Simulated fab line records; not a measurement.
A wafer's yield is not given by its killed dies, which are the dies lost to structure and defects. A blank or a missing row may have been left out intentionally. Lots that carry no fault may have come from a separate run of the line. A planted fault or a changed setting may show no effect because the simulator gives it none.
Comparing a struck lot with a sound one    flow n5-finfet    15 steps out of a route of 1938
Sound: wafers L412.1, L412.3, L412.4. Struck: wafers L425.2, L425.3, L425.5. The cause is given at the end.
Per side, at each step with rows, come the tool, then ch with its chambers, and then its first start. Under that, the readings that differ: sound wafers    struck wafers    difference of the means    sigmas: that difference in standard deviations of wafers without a fault.
alike: readings whose means differ by less than 2 such deviations, and words and numbers that are the same on both sides. not compared: withheld readings, readings that some wafer has no value for, bounds like >300 that may hide the same value, and numbers for which the record gives no deviation and whose values overlap.
A row with sigmas, a row that says differs or no value, or rows on one side alone: a step with any of these is where the two part. Numbers that don't overlap but have no deviation are shown without sigmas and don't part them. A reading that every wafer of one side lacks parts them only if that side has two wafers or more.

first, 1 step without rows for these wafers: N5_BEOL_M14_HARDBAKE_14 (time 120 s).
N5_BEOL_M14_CD_MEAS_10: the cd target is 250 nm.
  sound on cd-sem-03 ch 0, day 11 17:53; struck on cd-sem-03 ch 0, day 14 17:13
  alike: cd-nm
N5_BEOL_M14_OVL_MEAS_11:
  sound on overlay-02 ch 0, day 11 17:55; struck on overlay-01 ch 0, day 14 17:15
  alike: V13_OVL
N5_BEOL_M14_INSPECT_12: inspects for defects (macro).
  sound on defect-inspect-02, day 11 17:56; struck on defect-inspect-01, day 14 17:17
  alike: raw-defect-count
N5_BEOL_M14_DESCUM_15: chemistry O2, time 7.9 s.
  sound on rie-diel-04 ch 1,2,3, day 11 18:28; struck on rie-diel-04 ch 2,3, day 14 17:19
  alike: chamber-pressure-mTorr, drypump-motor-current-A, oes-product-au, rf-vpp-V, showerhead-plenum-p-Torr, throttle-valve-pct
  not compared: rf-hours-counter-h
N5_BEOL_M14_ETCH_59: etches BARC in N2/H2, target depth 89 nm, overetch 26.7 nm, time 67.9 s.
  sound on rie-diel-04 ch 1,2,3, day 11 18:31; struck on rie-diel-04 ch 2,3, day 14 17:20
  alike: chamber-pressure-mTorr, drypump-motor-current-A, oes-product-au, rf-vpp-V, showerhead-plenum-p-Torr, throttle-valve-pct
  not compared: rf-hours-counter-h
N5_BEOL_M14_VIA_ETCH_16: etches SiO2 in C4F8/O2/Ar, target depth 1231.3 nm.
  sound on rie-diel-04 ch 1,2,3, day 11 18:34; struck on rie-diel-04 ch 2,3, day 14 17:24
  alike: chamber-pressure-mTorr, drypump-motor-current-A, oes-product-au, rf-vpp-V, showerhead-plenum-p-Torr, throttle-valve-pct
N5_BEOL_M14_STRIP_63: strips in O2.
  sound: rie-diel-04 ch 1,2,3; struck: rie-diel-04 ch 2,3
  alike: chamber-pressure-mTorr, drypump-motor-current-A, oes-product-au, rf-vpp-V, showerhead-plenum-p-Torr, throttle-valve-pct
  not compared: rf-hours-counter-h
N5_BEOL_M14_STRIP_64: strips in O2.
  sound: rie-diel-04 ch 1,2,3; struck: rie-diel-04 ch 2,3
  alike: chamber-pressure-mTorr, drypump-motor-current-A, oes-product-au, rf-vpp-V, showerhead-plenum-p-Torr, throttle-valve-pct
  not compared: rf-hours-counter-h
then, 2 steps without rows for these wafers: N5_BEOL_M14_STRIP_71 (strips in post etch residue remover, time 60 s); N5_BEOL_M14_SRD_72 (time 30 s, dry time 30 s).
N5_BEOL_M14_CD_MEAS_17: the cd target is 250 nm.
  sound on cd-sem-02, day 11 18:55; struck on cd-sem-01, day 14 17:45
  alike: cd-nm
N5_BEOL_M14_COAT_65: time 60 s, resist thk 450 nm.
  sound on litho-track-04 ch 0, day 11 18:57; struck on litho-track-04 ch 0, day 14 17:47
reading                   sound                 struck                difference  sigmas
heater-power-total-W (W)  502.8 501.4 497.5     487.7 485.0 485.9     -14.4       -8
plate-temp-C (C)          249.89 249.90 249.69  244.08 244.07 244.14  -5.73       -32
  alike: resist-line-temp-C
then, 1 step without rows for these wafers: N5_BEOL_M14_COAT_66 (time 60 s, resist thk 110 nm).
N5_PASSIVATION_PROBE_49:
  sound on prober-02, day 13 04:01; struck on prober-02, day 15 17:17
  alike: defect-limited-yield, killed_at_M0_to_M3, killed_at_M4_up, killed-at-contacts, killed-at-front-end, killed-at-other, killed-dies, killed-open, killed-short, sort_bin_5_function, sort_bin_6_memory, sort_bin_8_speed, sort-n-pass, sort-yield-pct

## WHERE THEY PART
At N5_BEOL_M14_COAT_65 and nowhere else, as far as this record goes. Later steps at which nothing parts them and some readings are alike: N5_PASSIVATION_PROBE_49.

WHY: what had been put in by the simulator
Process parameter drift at N5_BEOL_M14_COAT_65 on litho-track-04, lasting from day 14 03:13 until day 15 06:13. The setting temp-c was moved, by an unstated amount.
